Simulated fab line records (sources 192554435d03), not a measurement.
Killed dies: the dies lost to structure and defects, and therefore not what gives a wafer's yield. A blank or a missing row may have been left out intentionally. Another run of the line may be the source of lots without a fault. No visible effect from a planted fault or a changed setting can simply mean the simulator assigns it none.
Comparing a struck lot with a sound one ; flow n5_finfet ; 38 steps out of a route of 1938
Sound: the wafers L959.3, L959.4, L959.5. The struck wafers were L954.1, L954.2, L954.4. The cause is given at the end.
At each step with rows: each side's tool, then ch and its chambers, then its first start. Under that, the readings that differ: sound wafers ; struck wafers ; difference of the means ; sigmas: that difference in standard deviations of wafers without a fault.
alike: readings whose means differ by less than 2 such deviations, and words and numbers that are the same on both sides. not compared: withheld readings, readings that some wafer has no value for, bounds like >300 that may hide the same value, and numbers for which the record gives no deviation and whose values overlap.
A row with sigmas, a row that says differs or no value, or rows on one side alone: a step with any of these is where the two part. Numbers that don't overlap but have no deviation are shown without sigmas and don't part them. Lack of a reading on every wafer of one side parts them only where that side has two or more wafers.

first, 10 steps without rows for these wafers: N5_DUMMY_GATE_SRD_26 (time 30 s); N5_DUMMY_GATE_UV_OZONE_45 (time 120 s); N5_SPACER0_ALD_07 (deposits SiNx, target thk 2 nm); N5_SPACER0_ALD_00 (deposits SiOCN, target thk 3.5 nm, pulse time 3 s, purge time 2 s); N5_SPACER0_ALD_08 (deposits SiNx, target thk 2 nm); N5_SD_EPI_N_COAT_32 (time 60 s, resist thk 350 nm); N5_SD_EPI_N_COAT_33 (time 60 s, resist thk 35 nm); N5_SD_EPI_N_COAT_03 (resist thk 150 nm); N5_SD_EPI_N_EBR_05; N5_SD_EPI_N_SOFTBAKE_04 (time 60 s).
N5_SD_EPI_N_EXPOSE_06: exposes mask SD N BLK, target cd 120 nm.
  sound on arfi_scanner-02 ch 0, day 7 13:52; struck on arfi_scanner-03 ch 0, day 6 07:43
reading;sound;struck;difference;sigmas
exposure_dose_mJ_cm2;39.77 39.75 39.78;28.84 28.82 28.80;-10.95;-99 or more
  alike: mask
then, 2 steps without rows for these wafers: N5_SD_EPI_N_PEB_07 (peb time 60 s); N5_SD_EPI_N_DEVELOP_08 (develop time 30 s).
N5_SD_EPI_N_CD_MEAS_09: the cd target is 120 nm.
  sound on cd_sem-03 ch 0, day 7 13:58; struck on cd_sem-01 ch 0, day 6 07:50
reading;sound;struck;difference;sigmas
cd_nm (nm);118.8 119.7 120.1;98.9 98.0 97.3;-21.5;-38
N5_SD_EPI_N_DESCUM_14: chemistry O2, time 7.9 s.
  sound on rie_diel-02 ch 1,2, day 7 14:04; struck on rie_diel-02 ch 0,2, day 6 07:55
reading;sound;struck;difference;sigmas
model.SD_EPI_N.cd_nm (nm);118.8 119.6 120;99 97.8 97.6;-21;
  alike: drypump_motor_current_A, oes_product_au, rf_vpp_V, showerhead_plenum_p_Torr, throttle_valve_pct
  not compared: rf_hours_counter_h
then, 7 steps without rows for these wafers: N5_SD_EPI_N_ETCH_34 (etches SiARC in CF4, target depth 45.5 nm, time 75.8 s); N5_SD_EPI_N_ETCH_35 (etches SOC in N2/H2, overetch 108 nm, time 486 s); N5_SD_EPI_N_STRIP_36 (strips in N2/H2); N5_SD_EPI_N_ETCHBACK_44 (etches SiNx in CH3F/O2, stops on SiO2, target depth 14.5 nm); N5_SD_EPI_N_ETCH_45 (etches SiOCN in CH3F/O2, target depth 6 nm); N5_SD_EPI_N_ETCH_16 (etches SiO2 in CHF3/O2, target depth 5 nm); N5_SD_EPI_N_STRIP_47 (strips in CHF3/O2).
N5_SD_EPI_N_SD_RECESS_17: chemistry HBr/Cl2/O2, target depth 41 nm, time 23.7 s, bt time 3 s.
  sound on rie_si-06 ch 0,2, day 7 14:44; struck on rie_si-03 ch 0,1,2, day 6 08:44
reading;sound;struck;difference;sigmas
model.SD_EPI_N.cd_nm (nm);119.2 120.8 122;100.8 99.2 99.2;-20.9;
  alike: HBr_flow_sccm, drypump_motor_current_A, oes_product_au, throttle_valve_pct
  not compared: rf_hours_counter_h
then, 13 steps without rows for these wafers: N5_SD_EPI_N_STRIP_38 (strips in N2/H2); N5_SD_EPI_N_WET_ETCH_43 (etches SiO2 in dHF, time 14 s, target depth 1.5 nm); N5_SD_EPI_N_STRIP_18 (strips in SPM, time 750 s); N5_SD_EPI_N_SRD_20 (time 30 s); N5_SD_EPI_N_PRECLEAN_48 (cleans in NF3:NH3, afs cycles 2, time 20 s, sublimation time 60 s); N5_SD_EPI_N_VAPOR_ETCH_50 (etches Si in HCl, time 54 s); N5_SD_EPI_N_EPI_21 (deposits Si:P, time 690 s); N5_SD_EPI_N_PRECLEAN_24 (cleans in O3/DIW, time 60 s); N5_SD_EPI_N_SRD_25 (time 30 s); N5_SD_EPI_N_PRECLEAN_49 (cleans in NF3:NH3, afs cycles 1, time 20 s, sublimation time 60 s); N5_SD_EPI_N_LINER_46 (material SiNx, target thk 3 nm); N5_SD_EPI_P_COAT_34 (time 60 s, resist thk 350 nm); N5_SD_EPI_P_COAT_35 (time 60 s, resist thk 35 nm).
-- the record jumps here: 5 days lie between the struck wafers' starts before and after (it left off in module SD_EPI_P and takes up again in module BEOL_M4, whose first step shown is number 1111 of the route) --
N5_BEOL_M4_RC_MEAS_101:
  sound on prober-02 ch 0, day 12 21:02; struck on prober-01 ch 0, day 11 16:17
reading;sound;struck;difference;sigmas
DIBL_N (mV/V);39.7 35.6 36.4;35.1 33.0 34.9;-2.9;-2
DIBL_P (mV/V);40.7 35.6 36.8;35.0 32.6 34.5;-3.7;-2
  alike: IOFF_N, IOFF_P, ION_N, ION_P, SS_N, SS_P, VT_N, VT_P
-- a jump in the record: the struck wafers' starts before and after are 4 days apart (it breaks off in module BEOL_M4 and resumes in module PASSIVATION, where the first step shown is number 1936 of the route) --
N5_PASSIVATION_PROBE_49:
  record: rows for the struck wafers here (prober-01, day 16 04:10), none for the sound ones

== WHERE THEY PART ==
At N5_SD_EPI_N_EXPOSE_06 first; at N5_PASSIVATION_PROBE_49 last (within this record only).

WHY: what the simulator had put in
Process parameters drifting: arfi_scanner-03 at N5_SD_EPI_N_EXPOSE_06, beginning at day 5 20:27. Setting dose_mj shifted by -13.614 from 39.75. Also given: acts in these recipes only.
